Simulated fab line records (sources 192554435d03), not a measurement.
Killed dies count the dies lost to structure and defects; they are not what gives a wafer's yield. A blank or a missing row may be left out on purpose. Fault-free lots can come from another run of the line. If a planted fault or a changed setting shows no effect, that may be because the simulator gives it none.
What tool caused it? :: flow n5 finfet :: 63 wafers from 21 lots sampled at 2 of the route's 1938 steps

WHAT THE GAUGES SHOWED, per wafer
N5_STI_FIN_REVEAL_THK_MEAS_05.
lot: L075
measured: day 2 15:25
on: film metro-01
thk nm (nm): 132.3 132.1 132.6

lot: L076
measured: day 2 21:21
on: film metro-02
thk nm (nm): 130.5 130.7 129.8

lot: L077
measured: day 3 04:32
on: film metro-01
thk nm (nm): 129.6 131.0 130.3

lot: L078
measured: day 3 11:58
on: film metro-02
thk nm (nm): 133.5 131.9 131.9

lot: L079
measured: day 3 16:55
on: film metro-02
thk nm (nm): 130.5 130.3 132.7

lot: L080
measured: day 3 20:50
on: film metro-02
thk nm (nm): 133.0 132.4 131.5

lot: L081
measured: day 4 03:07
on: film metro-02
thk nm (nm): 131.2 133.0 133.0

lot: L082
measured: day 4 10:07
on: film metro-01
thk nm (nm): 131.0 131.3 130.6

lot: L083
measured: day 4 15:10
on: film metro-02
thk nm (nm): 132.3 132.4 132.6

lot: L084
measured: day 4 21:47
on: film metro-02
thk nm (nm): 130.1 131.1 131.5

lot: L086
measured: day 5 12:19
on: film metro-01
thk nm (nm): 130.3 131.7 131.5

lot: L087
measured: day 5 17:01
on: film metro-02
thk nm (nm): 132.4 133.5 131.8

lot: L088
measured: day 5 23:05
on: film metro-02
thk nm (nm): 130.7 131.3 132.3

lot: L089
measured: day 6 03:20
on: film metro-01
thk nm (nm): 131.0 132.7 131.7

lot: L090
measured: day 6 10:22
on: film metro-01
thk nm (nm): 131.4 132.6 132.5

lot: L091
measured: day 6 15:26
on: film metro-01
thk nm (nm): 132.0 132.2 131.0

lot: L092
measured: day 6 22:27
on: film metro-01
thk nm (nm): 131.7 132.8 132.3

lot: L093
measured: day 7 03:58
on: film metro-01
thk nm (nm): 131.3 132.2 131.0

lot: L094
measured: day 7 10:08
on: film metro-02
thk nm (nm): 132.9 130.6 133.1

lot: L096
measured: day 7 21:37
on: film metro-02
thk nm (nm): 130.2 131.0 131.3

lot: L097
measured: day 8 02:58
on: film metro-02
thk nm (nm): 133.3 134.0 132.6

WHICH TOOL RAN EACH LOT (tool, then ch and the chambers of the sampled wafers, then the start)
lot: L075
N5_FIN_CUT_CUT_ETCH_28: rie si-01 ch 0,1,2, day 2 09:46

lot: L076
N5_FIN_CUT_CUT_ETCH_28: rie si-05 ch 2,3, day 2 14:46

lot: L077
N5_FIN_CUT_CUT_ETCH_28: rie si-06 ch 0,1,2, day 2 22:17

lot: L078
N5_FIN_CUT_CUT_ETCH_28: rie si-06 ch 2,3, day 3 04:57

lot: L079
N5_FIN_CUT_CUT_ETCH_28: rie si-01 ch 1,2,3, day 3 11:16

lot: L080
N5_FIN_CUT_CUT_ETCH_28: rie si-01 ch 0,1, day 3 15:09

lot: L081
N5_FIN_CUT_CUT_ETCH_28: rie si-01 ch 0,2, day 3 21:28

lot: L082
N5_FIN_CUT_CUT_ETCH_28: rie si-01 ch 0,1,2, day 4 04:22

lot: L083
N5_FIN_CUT_CUT_ETCH_28: rie si-06 ch 1,2,3, day 4 09:11

lot: L084
N5_FIN_CUT_CUT_ETCH_28: rie si-06 ch 1,2,3, day 4 15:57

lot: L086
N5_FIN_CUT_CUT_ETCH_28: rie si-01 ch 0,1,2, day 5 06:38

lot: L087
N5_FIN_CUT_CUT_ETCH_28: rie si-01 ch 2,3, day 5 11:22

lot: L088
N5_FIN_CUT_CUT_ETCH_28: rie si-05 ch 0,3, day 5 17:25

lot: L089
N5_FIN_CUT_CUT_ETCH_28: rie si-05 ch 0,2,3, day 5 21:41

lot: L090
N5_FIN_CUT_CUT_ETCH_28: rie si-06 ch 0,2, day 6 04:43

lot: L091
N5_FIN_CUT_CUT_ETCH_28: rie si-05 ch 2,3, day 6 09:44

lot: L092
N5_FIN_CUT_CUT_ETCH_28: rie si-01 ch 0,1, day 6 16:29

lot: L093
N5_FIN_CUT_CUT_ETCH_28: rie si-06 ch 0,3, day 6 22:05

lot: L094
N5_FIN_CUT_CUT_ETCH_28: rie si-06 ch 0,1,2, day 7 04:29

lot: L096
N5_FIN_CUT_CUT_ETCH_28: rie si-06 ch 0,1,2, day 7 15:23

lot: L097
N5_FIN_CUT_CUT_ETCH_28: rie si-01 ch 1,2,3, day 7 21:19
- N5_FIN_CUT_CUT_ETCH_28: etches Si in HBr/Cl2/O2, target depth 6 nm, time 2.4 s.

AS READ BY THE TOOLS THEMSELVES (means over the sampled wafers that have a number; for cases with no such wafer, the mark the record gives instead)
N5_FIN_CUT_CUT_ETCH_28.
lot: L075
tool: rie si-01
drypump motor current A (A): 6.2
oes_o_777_au (a.u.): 1.000
oes product au (a.u.): 1.011
throttle valve pct (%): 37.29

lot: L076
tool: rie si-05
drypump motor current A (A): 5.7
oes_o_777_au (a.u.): 1.018
oes product au (a.u.): 1.006
throttle valve pct (%): 37.20

lot: L077
tool: rie si-06
drypump motor current A (A): 5.8
oes_o_777_au (a.u.): 0.991
oes product au (a.u.): 0.999
throttle valve pct (%): 37.14

lot: L078
tool: rie si-06
drypump motor current A (A): 5.7
oes_o_777_au (a.u.): 0.984
oes product au (a.u.): 0.991
throttle valve pct (%): 37.31

lot: L079
tool: rie si-01
drypump motor current A (A): 6.3
oes_o_777_au (a.u.): 0.981
oes product au (a.u.): 0.998
throttle valve pct (%): 37.23

lot: L080
tool: rie si-01
drypump motor current A (A): 6.2
oes_o_777_au (a.u.): 1.008
oes product au (a.u.): 1.011
throttle valve pct (%): 37.43

lot: L081
tool: rie si-01
drypump motor current A (A): 6.2
oes_o_777_au (a.u.): 1.011
oes product au (a.u.): 1.011
throttle valve pct (%): 37.46

lot: L082
tool: rie si-01
drypump motor current A (A): 6.2
oes_o_777_au (a.u.): 1.003
oes product au (a.u.): 1.009
throttle valve pct (%): 37.29

lot: L083
tool: rie si-06
drypump motor current A (A): 5.5
oes_o_777_au (a.u.): 0.999
oes product au (a.u.): 1.004
throttle valve pct (%): 37.16

lot: L084
tool: rie si-06
drypump motor current A (A): 5.5
oes_o_777_au (a.u.): 1.004
oes product au (a.u.): 0.995
throttle valve pct (%): 37.16

lot: L086
tool: rie si-01
drypump motor current A (A): 6.3
oes_o_777_au (a.u.): 1.000
oes product au (a.u.): 1.010
throttle valve pct (%): 37.29

lot: L087
tool: rie si-01
drypump motor current A (A): 6.3
oes_o_777_au (a.u.): 0.974
oes product au (a.u.): 0.997
throttle valve pct (%): 37.31

lot: L088
tool: rie si-05
drypump motor current A (A): 6.3
oes_o_777_au (a.u.): 1.032
oes product au (a.u.): 1.013
throttle valve pct (%): 36.89

lot: L089
tool: rie si-05
drypump motor current A (A): 5.9
oes_o_777_au (a.u.): 1.020
oes product au (a.u.): 1.012
throttle valve pct (%): 37.06

lot: L090
tool: rie si-06
drypump motor current A (A): 6.3
oes_o_777_au (a.u.): 0.982
oes product au (a.u.): 1.002
throttle valve pct (%): 37.41

lot: L091
tool: rie si-05
drypump motor current A (A): 5.7
oes_o_777_au (a.u.): 1.022
oes product au (a.u.): 1.008
throttle valve pct (%): 37.19

lot: L092
tool: rie si-01
drypump motor current A (A): 6.2
oes_o_777_au (a.u.): 1.008
oes product au (a.u.): 1.007
throttle valve pct (%): 37.42

lot: L093
tool: rie si-06
drypump motor current A (A): 6.3
oes_o_777_au (a.u.): 0.991
oes product au (a.u.): 1.005
throttle valve pct (%): 37.55

lot: L094
tool: rie si-06
drypump motor current A (A): 5.8
oes_o_777_au (a.u.): 0.997
oes product au (a.u.): 1.001
throttle valve pct (%): 37.15

lot: L096
tool: rie si-06
drypump motor current A (A): 5.7
oes_o_777_au (a.u.): 0.993
oes product au (a.u.): 1.003
throttle valve pct (%): 37.15

lot: L097
tool: rie si-01
drypump motor current A (A): 6.2
oes_o_777_au (a.u.): 0.986
oes product au (a.u.): 1.000
throttle valve pct (%): 37.23

THE ANSWER, worked out from the rows above alone
Rule: usual is defined by the lots themselves. The widest of any qualifying gaps counts: lots, ordered by their means at a reading, are off when they make up no more than a third of the lots, leave a main group of 4 or more, and stand apart from it by 3 or more times the standard deviation of that group's means. Not used: any main group whose means are identical at the precision the tables above print for the reading. A lot without any number at a reading at which 4 lots or more have one is off too. All remaining lots with rows at the step are treated as sound. First the gauges in route order, then the tools' own readings, where a lot's mean is used as printed above. At the first step where some lot is off, the reading lying furthest off is the one used; lots without a number count as furthest.
No lot is off at any reading shown: from this, nothing can be told.

WHAT THE SIMULATOR PUT IN
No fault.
